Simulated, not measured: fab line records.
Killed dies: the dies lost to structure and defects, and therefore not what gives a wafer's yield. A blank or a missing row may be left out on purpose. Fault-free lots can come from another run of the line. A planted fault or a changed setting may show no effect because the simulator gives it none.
Chamber matching :: flow nand harc :: 3 sister chambers for NHARC_A_ONON_D2_DEP_33 on pecvd-01
The step deposits SiO2, target thk 200 nm. 14 wafers are shown with their chamber, then 7 later ones without.

## WAFERS WITH THEIR CHAMBER
wafer: L074.1
chamber: 2
heater power w (W): 456
throttle valve pct (%): 15.9
flow sccm (sccm): 2670

wafer: L074.3
chamber: 0
heater power w (W): 578
throttle valve pct (%): 16.7
flow sccm (sccm): 2650

wafer: L074.6
chamber: 2
heater power w (W): 468
throttle valve pct (%): 16.0
flow sccm (sccm): 2659

wafer: L081.1
chamber: 2
heater power w (W): 427
throttle valve pct (%): 15.3
flow sccm (sccm): 2654

wafer: L081.2
chamber: 0
heater power w (W): 535
throttle valve pct (%): 16.3
flow sccm (sccm): 2652

wafer: L081.5
chamber: 1
heater power w (W): 739
throttle valve pct (%): 15.9
flow sccm (sccm): 2654

wafer: L082.2
chamber: 0
heater power w (W): 482
throttle valve pct (%): 16.3
flow sccm (sccm): 2670

wafer: L082.3
chamber: 2
heater power w (W): 553
throttle valve pct (%): 15.4
flow sccm (sccm): 2655

wafer: L082.5
chamber: 2
heater power w (W): 565
throttle valve pct (%): 15.5
flow sccm (sccm): 2668

wafer: L084.2
chamber: 0
heater power w (W): 625
throttle valve pct (%): 16.0
flow sccm (sccm): 2663

wafer: L084.5
chamber: 1
heater power w (W): 674
throttle valve pct (%): 16.2
flow sccm (sccm): 2653

wafer: L084.6
chamber: 0
heater power w (W): 651
throttle valve pct (%): 16.1
flow sccm (sccm): 2650

wafer: L090.3
chamber: 0
heater power w (W): 629
throttle valve pct (%): 16.2
flow sccm (sccm): 2659

wafer: L090.5
chamber: 2
heater power w (W): 434
throttle valve pct (%): 15.7
flow sccm (sccm): 2663

SIGNATURES (means of the wafers above)
reading: heater power w
chamber 0: 583.33
chamber 1: 706.50
chamber 2: 483.83
scatter within a chamber: 61.2

reading: throttle valve pct
chamber 0: 16.267
chamber 1: 16.050
chamber 2: 15.633
scatter within a chamber: 0.258

reading: flow sccm
chamber 0: 2657.33
chamber 1: 2653.50
chamber 2: 2661.50
scatter within a chamber: 7.09
Rule: a wafer lies at a distance from a chamber equal to the root of the sum of squares, over the readings, of (its reading less the chamber's mean, divided by the reading's scatter). If the next closest chamber is less than 2 further off than the closest, the wafer can't be placed; otherwise it belongs to the closest. How the scatter is found: for the shown wafers, subtract from each reading the mean of its chamber, square and add these, divide the total by (wafers less chambers), then take the root.

## WAFERS WITHOUT THEIR CHAMBER
wafer: L090.6
heater power w (W): 616
throttle valve pct (%): 16.5
flow sccm (sccm): 2657

wafer: L092.1
heater power w (W): 557
throttle valve pct (%): 15.5
flow sccm (sccm): 2657

wafer: L092.3
heater power w (W): 699
throttle valve pct (%): 16.1
flow sccm (sccm): 2650

wafer: L092.4
heater power w (W): 568
throttle valve pct (%): 15.6
flow sccm (sccm): 2643

wafer: L097.1
heater power w (W): 751
throttle valve pct (%): 15.7
flow sccm (sccm): 2659

wafer: L097.3
heater power w (W): 511
throttle valve pct (%): 16.1
flow sccm (sccm): 2656

wafer: L097.5
heater power w (W): 593
throttle valve pct (%): 15.7
flow sccm (sccm): 2661

## WHICH CHAMBER EACH ONE RAN IN
wafer: L090.6
from the rows above: can't be placed: 0 or 1
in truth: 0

wafer: L092.1
from the rows above: can't be placed: 2 or 0 or 1
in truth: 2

wafer: L092.3
from the rows above: can't be placed: 1 or 0
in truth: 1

wafer: L092.4
from the rows above: can't be placed: 2 or 1 or 0
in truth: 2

wafer: L097.1
from the rows above: can't be placed: 1 or 0
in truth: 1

wafer: L097.3
from the rows above: can't be placed: 0 or 2 or 1
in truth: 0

wafer: L097.5
from the rows above: can't be placed: 2 or 0 or 1
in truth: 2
0 of 7 placed correctly. Not placeable from these rows: 7 (in 7, the candidates include the true chamber). 0 placed wrongly.
